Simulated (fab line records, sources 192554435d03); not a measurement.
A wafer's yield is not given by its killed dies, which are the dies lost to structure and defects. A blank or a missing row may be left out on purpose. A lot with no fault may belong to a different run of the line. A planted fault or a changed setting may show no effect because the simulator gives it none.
Matching of chambers ; flow n5-finfet ; rie-diel-05 running N5_BEOL_M5_DESCUM_33: 4 sister chambers
The step chemistry O2, time 7 s. 4 wafers are shown with their chamber, then 7 later ones without.

WAFERS, EACH WITH ITS CHAMBER
wafer;chamber;throttle-valve-pct (%)
L085.2;2;20.45
L085.6;1;20.62
L088.1;3;20.51
L088.3;0;19.97

WAFERS WITH NO CHAMBER GIVEN
wafer;throttle-valve-pct (%)
L088.5;20.66
L091.2;20.50
L091.4;20.64
L091.5;20.66
L093.1;19.99
L093.2;20.51
L093.4;20.13

THE CHAMBER EACH PASSED THROUGH
wafer;from the rows above;in truth
L088.5;can't be placed: 1 or 3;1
L091.2;can't be placed: 3 or 2 or 1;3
L091.4;can't be placed: 1 or 3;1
L091.5;can't be placed: 1 or 3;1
L093.1;0;0
L093.2;can't be placed: 3 or 2 or 1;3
L093.4;0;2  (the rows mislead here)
Correctly placed: 1 of 7. Can't be placed from these rows: 5 (the true chamber is among the candidates in 5). Wrongly placed: 1.
How it was worked out, from the rows above alone: a wafer's distance from a chamber is the root of the sum, over the readings, of the square of ((its reading less the chamber's mean) divided by the reading's scatter). If the next closest chamber is less than 2 further off than the closest, the wafer can't be placed; otherwise it belongs to the closest. A chamber's mean is the mean of its shown wafers. The scatter: with one shown wafer a chamber, the root of the mean of the squares of how far each hidden wafer lies from its nearest shown one.
